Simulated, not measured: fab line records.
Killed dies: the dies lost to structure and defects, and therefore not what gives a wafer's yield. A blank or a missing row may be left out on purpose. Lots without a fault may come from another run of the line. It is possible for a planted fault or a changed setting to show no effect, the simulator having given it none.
Chamber matching || flow n5_finfet || N5_HKMG_FIN_CVD_62 on thermal_cvd_si-01 has 3 sister chambers
The step deposits a-Si from Si2H6, target thk 3 nm, time 20.8 s. 6 wafers are shown with their chamber, then 12 later ones without.

EACH WAFER AND ITS CHAMBER
{"wafer": "L085.2", "chamber": 0, "heater_power_w (W)": 1548, "susceptor_temp_C (C)": 500.19}
{"wafer": "L085.4", "chamber": 0, "heater_power_w (W)": 1567, "susceptor_temp_C (C)": 499.73}
{"wafer": "L087.3", "chamber": 1, "heater_power_w (W)": 1807, "susceptor_temp_C (C)": 499.56}
{"wafer": "L089.1", "chamber": 1, "heater_power_w (W)": 1783, "susceptor_temp_C (C)": 499.61}
{"wafer": "L089.2", "chamber": 2, "heater_power_w (W)": 1318, "susceptor_temp_C (C)": 499.65}
{"wafer": "L089.6", "chamber": 2, "heater_power_w (W)": 1312, "susceptor_temp_C (C)": 500.28}

WAFERS WITH NO CHAMBER GIVEN
{"wafer": "L091.2", "heater_power_w (W)": 1344, "susceptor_temp_C (C)": 499.71}
{"wafer": "L091.4", "heater_power_w (W)": 1793, "susceptor_temp_C (C)": 499.89}
{"wafer": "L091.5", "heater_power_w (W)": 1546, "susceptor_temp_C (C)": 500.01}
{"wafer": "L093.1", "heater_power_w (W)": 1776, "susceptor_temp_C (C)": 499.65}
{"wafer": "L093.4", "heater_power_w (W)": 1591, "susceptor_temp_C (C)": 500.31}
{"wafer": "L093.6", "heater_power_w (W)": 1798, "susceptor_temp_C (C)": 499.57}
{"wafer": "L095.3", "heater_power_w (W)": 1754, "susceptor_temp_C (C)": 500.18}
{"wafer": "L095.5", "heater_power_w (W)": 1578, "susceptor_temp_C (C)": 499.83}
{"wafer": "L095.6", "heater_power_w (W)": 1810, "susceptor_temp_C (C)": 500.04}
{"wafer": "L097.3", "heater_power_w (W)": 1582, "susceptor_temp_C (C)": 500.00}
{"wafer": "L097.4", "heater_power_w (W)": 1822, "susceptor_temp_C (C)": 499.92}
{"wafer": "L097.5", "heater_power_w (W)": 1768, "susceptor_temp_C (C)": 500.04}

WHICH CHAMBER EACH WENT THROUGH
{"wafer": "L091.2", "from the rows above": 2, "in truth": 2}
{"wafer": "L091.4", "from the rows above": 1, "in truth": 1}
{"wafer": "L091.5", "from the rows above": 0, "in truth": 0}
{"wafer": "L093.1", "from the rows above": 1, "in truth": 1}
{"wafer": "L093.4", "from the rows above": 0, "in truth": 0}
{"wafer": "L093.6", "from the rows above": 1, "in truth": 1}
{"wafer": "L095.3", "from the rows above": 1, "in truth": 1}
{"wafer": "L095.5", "from the rows above": 0, "in truth": 0}
{"wafer": "L095.6", "from the rows above": 1, "in truth": 1}
{"wafer": "L097.3", "from the rows above": 0, "in truth": 0}
{"wafer": "L097.4", "from the rows above": 1, "in truth": 1}
{"wafer": "L097.5", "from the rows above": 1, "in truth": 1}
12 of 12 placed correctly. Number that these rows cannot place: 0. Placed wrongly: 0.
How it was worked out, from the rows above alone: a wafer's distance from a chamber is the root of the sum, over the readings, of the square of ((its reading less the chamber's mean) divided by the reading's scatter). If the next closest chamber is less than 2 further off than the closest, the wafer can't be placed; otherwise it belongs to the closest. For every chamber, the mean is computed from those of its wafers that are shown. The scatter: the root of (the sum of the squares of (reading less its chamber's mean) over the shown wafers, divided by (wafers less chambers)).
